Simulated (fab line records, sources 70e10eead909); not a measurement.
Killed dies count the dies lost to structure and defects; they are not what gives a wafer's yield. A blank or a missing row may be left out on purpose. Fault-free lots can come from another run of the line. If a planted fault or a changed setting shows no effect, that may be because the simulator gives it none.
fab line records ; flow nand_harc
record lots=4; wafers=12; last_day=32
route steps=1302 shown P_BONDPAD@366 A_ZERO_WELL@390 END@1302
lots with no fault: from the same line, run without faults
start_h: start of the lot's first displayed wafer, in hours after the record's first day ; wait_h: how many hours have passed since the lot's step before this one ; " as in the row above ; L1.1+2: one row covering several wafers at once ; - no value, or no start given ; * or withheld: withheld ; < > ~ a bound
route shown NAME@n: a module of which the file shows steps, and the number in the route of the first ; usual: mean/standard deviation of fault-free wafers ; same: alike in all rows ; chamber/n: place in a boat ; sites: readings site by site ; _std_site: how widely they spread, as a standard deviation ; _edge_site: the outer-site mean with the inner-site mean subtracted ; radius_mm: how far each site lies from the wafer's centre ; mask NAME#n: copy n ; behind: tool/chamber where the wafer was last shaped ; hold: reason for holding the lot/hours on hold/outcome of the hold ; device: names the non-switching transistor (n, p or np) ; end of line: tests run on the same wafers once the route is complete ; step lacking rows: just its recipe ; killed: count of dies lost to structure and defects at first sort (not the wafer's yield) ; map: the dies of a wafer, with x for killed, . for not killed, _ for no die there
set.NAME: the setting as run; set.NAME@STEP: as run at that earlier step ; model.NAME: the simulator's own value behind a step, which no gauge read
certain route steps with their lots: each step a table, each wafer a row
services: from which hour (start_h, from the record's first day; less than 0 if before it) a tool's chamber was out of use, for how many hours, and why
## steps
# step NHARC_P_BONDPAD_HARDBAKE_10
# recipe temp_c=118; time_s=65
# step NHARC_P_BONDPAD_DESCUM_11
# recipe time_s=3; o2_flow_sccm=200; ar_flow_sccm=0; bias_power_w=0; chemistry=O2
# step NHARC_P_BONDPAD_ETCH_37
# recipe target_depth_a=600; overetch_a=180; time_s=65.91; ion_energy_ev=200; n2_flow_sccm=150; h2_flow_sccm=150; ar_flow_sccm=0; rf_w=400; bias_w=150; chemistry=N2/H2
# step NHARC_P_BONDPAD_ETCH_12
# recipe target_depth_a=2000; time_s=100; chf3_flow_sccm=50; o2_flow_sccm=10; ar_flow_sccm=200; rf_w=500; bias_w=200; chemistry=CHF3/O2
# step NHARC_P_BONDPAD_STRIP_15
# recipe o2_flow_sccm=500; ar_flow_sccm=0; bias_w=0; chemistry=O2
# step NHARC_P_BONDPAD_ETCH_24
# recipe target_depth_a=300; over_etch_frac=0.3; time_s=72.99; ion_energy_ev=150; cf4_flow_sccm=50; n2_flow_sccm=100; ar_flow_sccm=150; rf_w=300; bias_w=100; chemistry=CF4/N2
# step NHARC_P_BONDPAD_STRIP_16
# recipe time_s=600; temp_c=30; chemistry=post_etch_residue_remover
# step NHARC_P_BONDPAD_DEGAS_25
# recipe temp_c=300; time_s=60
# step NHARC_P_BONDPAD_PRE_CLEAN_26
# recipe time_s=30; temp_c=280; gas=H2/He
# step NHARC_P_BONDPAD_PVD_17
# recipe target_thk_a=50; bias_v=168.6; power_w=15000; chamber_pressure_pa=0.12; time_s=8.06; substrate_temp_c=50; material=TaN
# usual cathode_dc_power_W=15000/2.7; throttle_valve_pct=29.9/1.2
lot.wafer;tool;chamber;start_h;wait_h;cathode_dc_power_W;throttle_valve_pct
L971.4;pvd_sputter-01;-;147.68;-;15001;31.1
L971.3;pvd_sputter-01;-;147.68;-;15001;28.9
L971.2;pvd_sputter-01;-;147.68;-;15002;30.6
L973.2;pvd_sputter-03;-;160.33;-;15003;30.8
L973.3;pvd_sputter-03;-;160.33;-;14998;27.5
L973.5;pvd_sputter-03;-;160.33;-;15002;30.6
L989.4;pvd_sputter-03;-;332.24;-;15003;30.4
L989.1;pvd_sputter-03;-;332.24;-;14993;30.2
L989.3;pvd_sputter-03;-;332.24;-;14997;29.8
L991.4;pvd_sputter-03;-;339.86;-;15002;30.5
L991.2;pvd_sputter-03;-;339.86;-;15003;30.4
L991.5;pvd_sputter-03;-;339.86;-;15002;29.9
# step NHARC_P_BONDPAD_PVD_27
# recipe target_thk_a=300; chamber_pressure_pa=5; power_w=5000; substrate_temp_c=30; time_s=20.49; material=Cu
# step NHARC_P_BONDPAD_ECD_18
# recipe target_thk_a=4000; bath_temp_c=25; material=Cu
# step NHARC_P_BONDPAD_ANNEAL_28
# recipe temp_c=225; time_s=90
# step NHARC_P_BONDPAD_CMP_19
# recipe t_overpolish_s=30; cu_recess_touch_s=16; target_thk_nm=160.81
# step NHARC_P_BONDPAD_SRD_21
# recipe time_s=30; temp_c=23; dry_time_s=20; spin_rpm=1500
# step NHARC_P_BONDPAD_ACTIVATE_29
# recipe time_s=60; n2_flow_sccm=200; ar_flow_sccm=0; bias_power_w=0; chemistry=N2
# step NHARC_P_BONDPAD_PRECLEAN_30
# recipe time_s=300; temp_c=23; chemistry=DIW
# step NHARC_P_BONDPAD_SRD_31
# recipe time_s=30; temp_c=23; dry_time_s=20; spin_rpm=1500
# step NHARC_A_ZERO_WELL_PRECLEAN_00
# recipe time_s=600; temp_c=120; chemistry=SPM
# step NHARC_A_ZERO_WELL_SRD_01
# step NHARC_A_ZERO_WELL_DEHYDRATE_02
# recipe temp_c=150; time_s=120
# step NHARC_A_ZERO_WELL_HMDS_03
# recipe time_s=30
# step NHARC_A_ZERO_WELL_COAT_18
# recipe temp_c=200; time_s=65
# step NHARC_A_ZERO_WELL_COAT_04
# recipe spin_rpm=2000; resist_thk_nm=600
# step NHARC_A_ZERO_WELL_SOFTBAKE_05
# recipe temp_c=125; time_s=70
# step NHARC_A_ZERO_WELL_EBR_06
# step NHARC_A_ZERO_WELL_EXPOSE_07
# recipe na=0.55; dose_mj=33.85; mask_id=A_ZERO
# step NHARC_A_ZERO_WELL_PEB_08
# recipe peb_temp_c=128; peb_time_s=80
# step NHARC_A_ZERO_WELL_DEVELOP_09
# recipe time_s=50; dev_temp_c=22
# step NHARC_A_ZERO_WELL_HARDBAKE_11
# recipe temp_c=118; time_s=65
# step NHARC_A_ZERO_WELL_DESCUM_12
# recipe time_s=3; o2_flow_sccm=200; ar_flow_sccm=0; bias_power_w=0; chemistry=O2
# step NHARC_A_ZERO_WELL_ETCH_19
# recipe target_depth_a=800; overetch_a=240; time_s=87.88; ion_energy_ev=200; n2_flow_sccm=150; h2_flow_sccm=150; ar_flow_sccm=0; rf_w=400; bias_w=150; chemistry=N2/H2
# step NHARC_A_ZERO_WELL_ETCH_13
# recipe target_depth_a=1200; time_s=40.1; hbr_flow_sccm=150; cl2_flow_sccm=50; rf_w=400; icp_w=400; bias_w=100; chemistry=HBr/Cl2
# step NHARC_END_SORT_01
# recipe temp_c=25
# usual defect_limited_yield=91.6/2.8; killed_at_array=52/18; killed_at_other=0.6/0.83; killed_at_periphery=4.3/2.8; killed_dies=57/19; killed_open=3.4/2; killed_short=2.5/1.7; sort_bin_2_pct=3.0/1.1; sort_bin_3_pct=0.6/0.41; sort_bin_4_pct=4.7/1.6; sort_n_pass=620/19; sort_rim_yield_pct=91/3.7; sort_yield_pct=91.6/2.8
# same gross_dies=677; sort_bin_5_pct[%]=0; sort_bin_6_pct[%]=0; sort_bin_7_pct[%]=0; sort_bin_8_pct[%]=0; sort_rim_n_gross=106.00
lot.wafer;tool;chamber;start_h;wait_h;defect_limited_yield[%];killed_at_array;killed_at_other;killed_at_periphery;killed_dies;killed_open;killed_short;sort_bin_2_pct[%];sort_bin_3_pct[%];sort_bin_4_pct[%];sort_n_pass;sort_rim_yield_pct[%];sort_yield_pct[%]
L973.2;prober-01;0;593.61;2.8;95.6;25;1;4;30;6;6;1.0;0.4;3.0;647;93;95.6
L973.3;prober-01;0;594.40;3.1;95.7;24;2;3;29;8;3;1.6;0.4;2.2;648;96;95.7
L973.5;prober-01;0;596.00;3.7;96.2;21;1;4;26;3;4;1.9;0;1.9;651;94;96.2
L991.5;prober-01;0;768.46;3.7;87.4;48;0;37;85;3;1;6.5;1.0;5.0;592;78;87.4
L989.3;prober-01;0;774.66;3.1;86.9;55;1;33;89;1;1;6.9;0.3;5.9;588;81;86.9
# killed by level:class
L973.2 A_STAIRCASE:chamber_film_flake=4 A_SLIT:chamber_film_flake=4 P_CONTACT:geometric_particle:open=3 A_CONTACT:chamber_film_flake=3 A_ONON_D1:geometric_particle:short=2 A_CHANNEL_HOLE_D1:chamber_film_flake=2 A_CHANNEL_HOLE_D2:chamber_film_flake=2 P_GATE:geometric_particle:open=1
L973.3 A_STAIRCASE:chamber_film_flake=9 A_DECK1_JOINT:geometric_particle:open=3 A_CHANNEL_HOLE_D2:chamber_film_flake=3 P_M0:geometric_particle:open=2 A_SLIT:chamber_film_flake=2 THIN_TSV:chamber_film_flake=2 P_M0:geometric_particle:short=1 A_WL_FILL:geometric_particle:short=1
L973.5 A_CONTACT:chamber_film_flake=6 A_CHANNEL_HOLE_D2:chamber_film_flake=5 A_STAIRCASE:chamber_film_flake=3 A_SLIT:chamber_film_flake=2 P_CONTACT:geometric_particle:short=1 P_M0:geometric_particle:short=1 P_M2:geometric_particle:open=1 A_CHANNEL_HOLE_D1:geometric_particle:short=1
L991.5 P_BONDPAD:area_pvd=28 A_SLIT:chamber_film_flake=20 A_STAIRCASE:chamber_film_flake=11 P_GATE:chamber_film_flake=4 P_M1:chamber_film_flake=4 A_WL_FILL:chamber_film_flake=3 A_M1:chamber_film_flake=3 A_M0:geometric_particle:open=2
L989.3 P_BONDPAD:area_pvd=31 A_CHANNEL_HOLE_D2:chamber_film_flake=15 A_CONTACT:chamber_film_flake=11 A_CHANNEL_HOLE_D1:chamber_film_flake=6 A_STAIRCASE:chamber_film_flake=6 A_SLIT:chamber_film_flake=6 A_SGD_CUT:chamber_film_flake=4 A_DECK1_JOINT:chamber_film_flake=2
# map L989.3 (x killed, . not)
____________x____________
_________x.x...._________
_______...x.....x._______
______x......x.....______
_____..x..........x._____
____...x......xx.....____
____............x....____
___x.xx....x..........___
___.x.x...............___
__x.....x..x...x.......__
__x........x....x...x..__
_...........x..x........_
_x.....x.......x........_
_.x..........x.........._
_x..........x..........._
_....xx...x..x.........._
..........x..x...........
..xx..xx.....x...........
..........x..x.....x.....
............x............
..xx..x...........x......
_....x.........x..x....._
_......................._
_.............x........._
_...................x..._
_xx...x............x...._
__.x.xx................__
__xxxxx........x.......__
___xxxx.......x.......___
___xxx................___
____xxx..............____
____x.x..............____
_____xxx............_____
______.............______
_______..........._______
_________......._________
____________.____________
# map L991.5 (x killed, . not)
____________x____________
_________x.x.x.._________
_______...xx......_______
______.x..x.x..x...______
_____.....x......xx._____
____.......x......x..____
____..x.............x____
___x.x.....x.x........___
___....x......x.x.....___
__.....................__
__.....x....x..........__
_.....x....x..x........._
_x....x................._
_........x.............._
_.x..x.................._
_.......x.x............._
.x........x..............
...x.....................
x........x..........x....
.x.......................
..x............x...x..x..
_.................x....._
_x...........x.........._
_....x.................x_
_......................._
_...........x..........._
__..x..................__
__.xxx............x....__
___..xx...............___
___xxxx.............x.___
____xx.............x.____
____xxxxx..........x.____
_____xxxx.......x..._____
______xxx......x...______
_______x........x._______
_________......._________
____________.____________
## services
tool;chamber;start_h;hours;kind
pvd_sputter-03;-;183.25;10.0;pm
pvd_sputter-01;-;209.65;0.5;repair
pvd_sputter-01;-;226.00;10.0;pm
## key
first_sign step=NHARC_END_SORT_01; reading=killed_at_periphery; direction=up; sigmas=11; usual=4.3; struck=35
effect step=NHARC_END_SORT_01; reading=sort_bin_2_pct; direction=up; sigmas=3.3; usual=3.0; struck=6.7
more_kills_born_at NHARC_P_BONDPAD_PVD_17@pvd_sputter-03=59
met_at NHARC_P_BONDPAD_PVD_17
struck_wafers L989.3,L991.5
fault kind=process_parameter_drift; tool=pvd_sputter-03; chamber=-; onset_h=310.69; steps=NHARC_P_BONDPAD_PVD_17; channel=target_thk_a; offset=*; shape=step; end_h=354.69; acts_in=*; stated=*; scope=struck_wafers_only
